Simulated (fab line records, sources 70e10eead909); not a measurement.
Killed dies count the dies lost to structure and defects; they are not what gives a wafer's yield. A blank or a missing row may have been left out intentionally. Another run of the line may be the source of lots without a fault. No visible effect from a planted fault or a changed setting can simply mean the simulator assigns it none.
fab line records    flow nandHarc
record lots=14  wafers=40  lastDay=33
route steps=1302 shown A_BONDPAD@1230 THIN_TSV@1280
lots that met no fault: from a run of the same line without faults
startH: start of the lot's first displayed wafer, in hours after the record's first day    waitH: hours elapsed since this lot's preceding step    " as in the row above    L1.1+2: a single row standing in for several wafers    - no value present, or no start provided    * or withheld: withheld    < > ~ a bound
route shown NAME@n: a module of which the file shows steps, and the number in the route of the first    usual: average and standard deviation across the fault-free wafers    same: alike in all rows    chamber/n: place in a boat    sites: readings site by site    _std_site: standard deviation across them    _edge_site: outer sites' mean less inner sites'    radiusMm: for every site, how far away it sits from the centre of the wafer    mask NAME#n: copy n    behind: the tool/chamber that last shaped the wafer    hold: cause of the lot's hold/its duration in hours/its outcome    device: the transistor (n, p or np) that didn't switch    end of line: at the end of the route, the tests of the same wafers    a step with no rows: only its recipe    killed: dies lost to structure and defects at the first sort, not the wafer's yield    map: dies across one wafer; x = killed, . = not, _ = none there
set.NAME: the setting as run; set.NAME@STEP: as run at that earlier step    model.NAME: the simulator's own value behind a step, which no gauge read
the route's steps for a sample of lots (tables are steps, rows are wafers)
services: from which hour (startH, from the record's first day; less than 0 if before it) a tool's chamber was out of use, for how many hours, and why
## steps
# step NHARC_A_BONDPAD_ANNEAL_28
# recipe tempC=225  timeS=90
# usual wafer_temp_C_max=226.3/0.31
lot.wafer  tool          chamber  startH  waitH  wafer_temp_C_max
L761.1     rtpAnneal-02  0        531.05  0.3    226.2
L761.2     "             0        "       "      226.3
L761.3     "             0        "       "      226.3
L760.1     rtpAnneal-01  0        548.89  0.3    226.2
L760.3     "             0        "       "      226.5
L760.4     "             0        "       "      226.4
L762.2     rtpAnneal-02  0        555.97  0.3    226.4
L762.5     "             0        "       "      226.2
L762.6     "             0        "       "      226.5
L763.2     rtpAnneal-01  0        560.97  0.4    226.5
L763.3     "             0        "       "      225.9
L763.5     "             0        "       "      226.3
L764.3     rtpAnneal-01  0        569.31  -      226.4
L764.4     "             0        "       "      226.7
L764.6     "             0        "       "      226.9
L765.2     rtpAnneal-02  0        572.18  -      225.9
L765.3     "             0        "       "      226.6
L765.5     "             0        "       "      226.0
L766.1     rtpAnneal-02  0        612.10  -      226.2
L766.3     "             0        "       "      226.2
L766.6     "             0        "       "      226.6
L773.2     rtpAnneal-02  0        666.62  -      226.2
L773.4     "             0        "       "      226.0
L773.5     "             0        "       "      226.2
L775.1     rtpAnneal-01  0        674.86  -      227.3
L775.5     "             0        "       "      226.6
L776.4     rtpAnneal-02  0        695.71  0.4    226.5
L776.5     "             0        "       "      226.6
L781.2     rtpAnneal-01  0        742.76  0.4    226.6
L781.3     "             0        "       "      226.1
L781.6     "             0        "       "      226.7
L783.3     rtpAnneal-01  0        744.12  -      226.5
L783.4     "             0        "       "      226.1
L783.6     "             0        "       "      226.3
L780.1     rtpAnneal-01  0        746.08  -      226.4
L780.2     "             0        "       "      226.4
L780.4     "             0        "       "      226.2
L782.1     rtpAnneal-01  0        762.08  -      226.3
L782.5     "             0        "       "      226.4
L782.6     "             0        "       "      226.1
# step NHARC_THIN_TSV_PRE_CLEAN_54
# recipe timeS=30  tempC=280  gas=H2/He
# usual heaterPowerW=408/43
lot.wafer  tool           chamber  startH  waitH  heaterPowerW
L761.1     pvdSputter-01  -        548.88  0.1    459
L761.3     "              -        "       "      340
L761.2     "              -        "       "      391
L760.4     pvdSputter-03  -        569.17  0.0    349
L760.1     "              -        "       "      393
L760.3     "              -        "       "      374
L762.2     pvdSputter-02  -        574.54  0.1    454
L762.5     "              -        "       "      481
L762.6     "              -        "       "      421
L763.2     pvdSputter-01  -        578.80  0.0    457
L763.3     "              -        "       "      414
L763.5     "              -        "       "      407
L764.4     pvdSputter-03  -        587.59  0.0    348
L764.3     "              -        "       "      446
L764.6     "              -        "       "      353
L765.3     pvdSputter-02  -        588.69  0.1    439
L765.2     "              -        "       "      438
L765.5     "              -        "       "      455
L766.3     pvdSputter-03  -        632.18  0.0    352
L766.1     "              -        "       "      446
L766.6     "              -        "       "      360
L773.2     pvdSputter-03  -        684.46  0.1    354
L773.4     "              -        "       "      461
L773.5     "              -        "       "      349
L775.1     pvdSputter-01  -        695.01  0.1    391
L775.5     "              -        "       "      339
L776.4     pvdSputter-03  -        711.36  0.1    453
L776.5     "              -        "       "      384
L781.3     pvdSputter-03  -        761.75  0.1    376
L781.2     "              -        "       "      363
L781.6     "              -        "       "      382
L783.3     pvdSputter-03  -        763.12  0.1    458
L783.4     "              -        "       "      367
L783.6     "              -        "       "      455
L780.2     pvdSputter-03  -        766.48  0.1    375
L780.1     "              -        "       "      462
L780.4     "              -        "       "      375
L782.1     pvdSputter-01  -        780.59  0.1    392
L782.6     "              -        "       "      353
L782.5     "              -        "       "      413
# step NHARC_THIN_TSV_ETCH_59
# recipe targetDepthA=8800  icpW=900  biasW=100  Cl2_flow_sccm=60  bcl3FlowSccm=30  timeS=138.1  chemistry=Cl2/BCl3
# usual drypumpMotorCurrentA=5.4/0.5  oesProductAu=1.002/0.0095  throttleValvePct=22.263/0.0094
lot.wafer  tool         chamber  startH  waitH  drypumpMotorCurrentA  oesProductAu  rfHoursCounterH  throttleValvePct
L761.2     rieMetal-02  0        550.31  0.1    5.4                   0.993         1.4              22.273
L761.1     "            1        "       "      6.4                   0.999         1.8              22.264
L761.3     "            0        "       "      5.4                   1.004         -                22.268
L760.1     rieMetal-02  0        570.57  0.1    5.4                   0.999         1.6              22.252
L760.4     "            0        "       "      5.4                   1.010         -                22.260
L760.3     "            1        "       "      6.4                   0.997         -                22.252
L762.2     rieMetal-03  0        575.86  0.1    4.6                   0.997         0.6              22.267
L762.5     "            0        "       "      4.6                   0.991         -                22.276
L762.6     "            1        "       "      5.4                   0.992         -                22.278
L763.2     rieMetal-02  0        580.18  0.1    5.4                   0.994         1.8              22.264
L763.3     "            0        "       "      5.4                   1.001         -                22.269
L763.5     "            0        "       "      5.4                   0.996         -                22.272
L764.3     rieMetal-01  0        589.01  0.2    5.6                   1.003         -                22.263
L764.4     "            1        "       "      4.9                   1.001         -                22.258
L764.6     "            0        "       "      5.6                   1.014         -                22.269
L765.2     rieMetal-02  0        589.90  0.1    5.4                   1.010         2.0              22.274
L765.3     "            1        "       "      6.4                   1.013         -                22.265
L765.5     "            1        "       "      6.4                   1.015         -                22.265
L766.1     rieMetal-03  1        633.44  0.1    5.4                   0.992         1.8              22.271
L766.3     "            1        "       "      5.4                   1.003         -                22.263
L766.6     "            1        "       "      5.4                   0.990         -                22.252
L773.2     rieMetal-01  1        685.84  0.1    4.9                   1.007         2.2              22.265
L773.4     "            1        "       "      4.9                   1.013         -                22.263
L773.5     "            1        "       "      4.9                   1.002         -                22.261
L775.1     rieMetal-02  0        696.22  0.1    5.4                   0.955         1.2              22.263
L775.5     "            0        "       "      5.4                   0.962         -                22.273
L776.4     rieMetal-02  0        712.63  0.2    5.4                   0.952         -                22.247
L776.5     "            0        "       "      5.4                   0.959         -                22.267
L781.2     rieMetal-03  1        763.14  0.1    5.4                   1.003         0.8              22.252
L781.3     "            0        "       "      4.7                   0.978         -                22.249
L781.6     "            1        "       "      5.3                   0.997         -                22.264
L783.4     rieMetal-01  0        764.55  0.2    5.6                   1.017         -                22.258
L783.3     "            1        "       "      4.9                   0.993         -                22.265
L783.6     "            1        "       "      4.9                   1.008         -                22.266
L780.1     rieMetal-01  1        767.84  0.1    4.9                   1.000         0.5              22.253
L780.2     "            0        "       "      5.6                   1.021         0.5              22.266
L780.4     "            1        "       "      4.9                   1.006         -                22.264
L782.1     rieMetal-01  0        781.93  0.1    5.6                   1.016         0.7              22.270
L782.5     "            0        "       "      5.6                   1.013         -                22.265
L782.6     "            1        "       "      4.9                   0.995         -                22.274
# step NHARC_THIN_TSV_INSPECT_40
# usual rawDefectCount=551/85
lot.wafer  tool              chamber  startH  waitH  rawDefectCount
L761.1     defectInspect-02  -        555.99  0.4    619
L761.2     "                 -        "       "      945
L761.3     "                 -        "       "      610
L760.1     defectInspect-01  -        577.96  0.4    470
L760.3     "                 -        "       "      414
L760.4     "                 -        "       "      693
L762.2     defectInspect-01  -        584.97  0.4    631
L762.5     "                 -        "       "      571
L762.6     "                 -        "       "      564
L763.2     defectInspect-01  -        584.97  0.4    544
L763.3     "                 -        "       "      528
L763.5     "                 -        "       "      593
L764.3     defectInspect-01  -        596.71  0.4    497
L764.4     "                 -        "       "      565
L764.6     "                 -        "       "      535
L765.2     defectInspect-01  -        596.72  0.4    470
L765.3     "                 -        "       "      485
L765.5     "                 -        "       "      622
L766.1     defectInspect-02  -        640.62  0.4    512
L766.3     "                 -        "       "      495
L766.6     "                 -        "       "      522
L773.2     defectInspect-02  -        692.24  0.4    495
L773.4     "                 -        "       "      515
L773.5     "                 -        "       "      501
L775.1     defectInspect-01  -        702.14  0.4    593
L775.5     "                 -        "       "      576
L776.4     defectInspect-02  -        717.51  0.4    519
L776.5     "                 -        "       "      580
L781.2     defectInspect-02  -        768.80  0.4    545
L781.3     "                 -        "       "      562
L781.6     "                 -        "       "      590
L783.3     defectInspect-02  -        768.80  0.4    594
L783.4     "                 -        "       "      526
L783.6     "                 -        "       "      484
L780.1     defectInspect-02  -        775.46  0.4    382
L780.2     "                 -        "       "      644
L780.4     "                 -        "       "      521
L782.1     defectInspect-01  -        788.99  0.4    505
L782.5     "                 -        "       "      639
L782.6     "                 -        "       "      584
## services
tool           chamber  startH  hours  kind
rieMetal-03    -        519.04  9.0    pm
pvdSputter-03  -        538.22  10.0   pm
rieMetal-02    -        540.61  2.1    repair
rieMetal-01    -        575.00  9.0    pm
rieMetal-01    0        575.00  9.0    ventCycle
rieMetal-01    1        575.00  9.0    ventCycle
pvdSputter-01  -        582.00  10.0   pm
rieMetal-01    0        584.00  -      clean
rieMetal-02    -        631.00  9.0    pm
rieMetal-02    0        631.00  9.0    ventCycle
rieMetal-02    1        631.00  9.0    ventCycle
pvdSputter-02  -        638.08  10.0   pm
rieMetal-02    0        640.00  -      clean
rieMetal-02    1        640.00  -      clean
rieMetal-02    1        657.08  48.9   repair
pvdSputter-03  -        663.61  0.7    repair
pvdSputter-01  -        669.47  1.7    repair
pvdSputter-03  -        678.42  0.5    repair
pvdSputter-01  -        685.02  4.3    repair
rieMetal-03    -        696.04  9.0    pm
pvdSputter-03  -        716.22  10.0   pm
rtpAnneal-02   -        744.06  12.0   pm
rieMetal-01    -        752.00  9.0    pm
pvdSputter-02  -        752.12  5.2    repair
## key
firstSign step=NHARC_THIN_TSV_ETCH_59  reading=oesProductAu  direction=down  sigmas=4.7  usual=1.002  struck=0.957
effect none on later readings
metAt NHARC_THIN_TSV_ETCH_59
struckLots L775,L776
struckWafers L775.1,L775.5,L776.4,L776.5
sortLeftOut L775.1,L775.5,L776.4,L776.5
notActingAt NHARC_A_BONDPAD_ANNEAL_28,NHARC_THIN_TSV_PRE_CLEAN_54,NHARC_THIN_TSV_INSPECT_40
onsetBetween 589.90 696.22
fault kind=processParameterDrift  tool=rieMetal-02  chamber=0  onsetH=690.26  steps=NHARC_THIN_TSV_ETCH_59  channel=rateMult  offset=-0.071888  shape=step  endH=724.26
# sortLeftOut: the simulated sort isn't trusted on such a fault, so these wafers' sort isn't shown, and their yield isn't known
